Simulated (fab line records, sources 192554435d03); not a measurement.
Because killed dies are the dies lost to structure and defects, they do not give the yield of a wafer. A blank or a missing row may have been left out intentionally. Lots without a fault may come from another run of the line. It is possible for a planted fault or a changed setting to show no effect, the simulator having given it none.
A struck lot beside a sound one    flow n5 finfet    35 out of 1938 route steps
Sound: these wafers, L731.2, L731.3, L731.5. Struck: wafer L744.1 (L744.3, L744.4, from the same lot, were not struck and are left out); the cause is given at the end.
Per side, at each step with rows, come the tool, then ch with its chambers, and then its first start. Under that, the readings that differ: sound wafers    struck wafers    difference of the means    sigmas: that difference in standard deviations of wafers without a fault.
alike: a reading whose means differ by less than 2 such deviations, as well as words and numbers matching on both sides. not compared: withheld readings; readings where some wafer has no value; bounds like >300 that might hide an equal value; numbers whose values overlap and for which the record gives no deviation.
A row with sigmas, a row that says differs or no value, or rows on one side alone: a step with any of these is where the two part. Numbers that don't overlap but have no deviation are shown without sigmas and don't part them. A reading that every wafer of one side lacks parts them only if that side has two wafers or more.

first, 12 steps without rows for these wafers: N5_SD_EPI_P_ETCH_37 (etches SOC in N2/H2, overetch 108 nm, time 486 s); N5_SD_EPI_P_STRIP_38 (strips in N2/H2); N5_SD_EPI_P_ETCHBACK_46 (etches SiNx in CH3F/O2, stops on SiO2, target depth 17.5 nm); N5_SD_EPI_P_ETCH_47 (etches SiOCN in CH3F/O2, target depth 25 nm); N5_SD_EPI_P_ETCH_16 (etches SiO2 in CHF3/O2, target depth 5 nm); N5_SD_EPI_P_STRIP_50 (strips in CHF3/O2); N5_SD_EPI_P_SD_RECESS_17 (chemistry HBr/Cl2/O2, target depth 39.1 nm, bt time 3 s); N5_SD_EPI_P_WET_ETCH_45 (etches SiO2 in dHF, time 10.7 s, target depth 2 nm, rinse time 30 s); N5_SD_EPI_P_STRIP_40 (strips in N2/H2); N5_SD_EPI_P_PRECLEAN_52 (cleans in O3/DIW, time 60 s); N5_SD_EPI_P_SRD_20 (time 30 s); N5_SD_EPI_P_PRECLEAN_51 (cleans in NF3:NH3, afs cycles 1, time 20 s, sublimation time 60 s).
N5_SD_EPI_P_VAPOR_ETCH_44: etches SiGe30 in NF3/Ar, time 3.3 s.
  sound on epi rpcvd-03 ch 0, day 3 19:08; struck on epi rpcvd-03 ch 0, day 7 01:25
then, 20 steps without rows for these wafers: N5_SD_EPI_P_EPI_21 (deposits SiGe:B, time 355 s); N5_SD_EPI_P_HM_STRIP_48 (strips SiNx in H3PO4, material SiNx, target depth 3 nm); N5_SD_EPI_P_SRD_49 (time 30 s); N5_SD_EPI_P_PRECLEAN_24 (cleans in O3/DIW, time 45 s); N5_SD_EPI_P_PRECLEAN_32 (cleans in dHF, time 10 s); N5_SD_EPI_P_PRECLEAN_33 (cleans in SC2, time 45 s); N5_SD_EPI_P_SRD_25 (time 30 s); N5_SD_ACTIVATION_RTA_00 (time 0 s); N5_SD_ACTIVATION_LSA_01 (time 0.0008 s); N5_ILD0_LINER_00 (material SiNx, target thk 4 nm, pulse time 1 s, purge time 2 s); N5_ILD0_FCVD_FILL_01 (material SiO2 flowable, target thk 200 nm, time 328.3 s); N5_ILD0_CURE_02 (time 1800 s); N5_ILD0_CMP_03 (polishes, stops on SiNx, t overpolish 1.9 s, target thk 197.38 nm); N5_ILD0_CMP_07 (polishes SiO2 flowable, stops on poly-Si, t overpolish 1.18 s, target thk 138.88 nm); N5_ILD0_PRECLEAN_10 (cleans in NF3:NH3, afs cycles 5, time 20 s, sublimation time 60 s); N5_ILD0_ALD_15 (deposits SiNx, target thk 24 nm, pulse time 1 s, ald cycles 480); N5_ILD0_CMP_12 (polishes SiNx, stops on poly-Si, t overpolish 6 s, target thk 17.67 nm); N5_SDB_HM_DEP_00 (deposits SiNx from SiH4/NH3/N2, target thk 40 nm, time 35.3 s); N5_SDB_COAT_03 (time 60 s, resist thk 100 nm); N5_SDB_COAT_04 (time 60 s, resist thk 18 nm).
-- the record jumps here: 5 days lie between the struck wafers' starts before and after (it left off in module SDB and takes up again in module BEOL_M4, whose first step shown is number 1111 of the route) --
N5_BEOL_M4_RC_MEAS_101:
  sound on prober-01 ch 0, day 8 00:25; struck on prober-02 ch 0, day 11 21:59
reading          sound           struck  difference  sigmas
IOFF_P (nA/um)   0.17 0.23 0.19  0.32    +0.12       +4
ION_P (uA/um)    460 468 465     487     +23         +3
REXT_P (ohm.um)  97.2 98.1 99.0  92.4    -5.7        -3
VT_P (mV)        -252 -249 -251  -239    +12         +3
  alike: DIBL_N, DIBL_P, IOFF_N, ION_N, SS_N, SS_P, VT_N
after that, 1 step had no rows for these wafers: N5_PASSIVATION_PROBE_49.

## WHERE THEY PART
At N5_BEOL_M4_RC_MEAS_101 and nowhere else, as far as this record goes.

WHY: what had been put in by the simulator
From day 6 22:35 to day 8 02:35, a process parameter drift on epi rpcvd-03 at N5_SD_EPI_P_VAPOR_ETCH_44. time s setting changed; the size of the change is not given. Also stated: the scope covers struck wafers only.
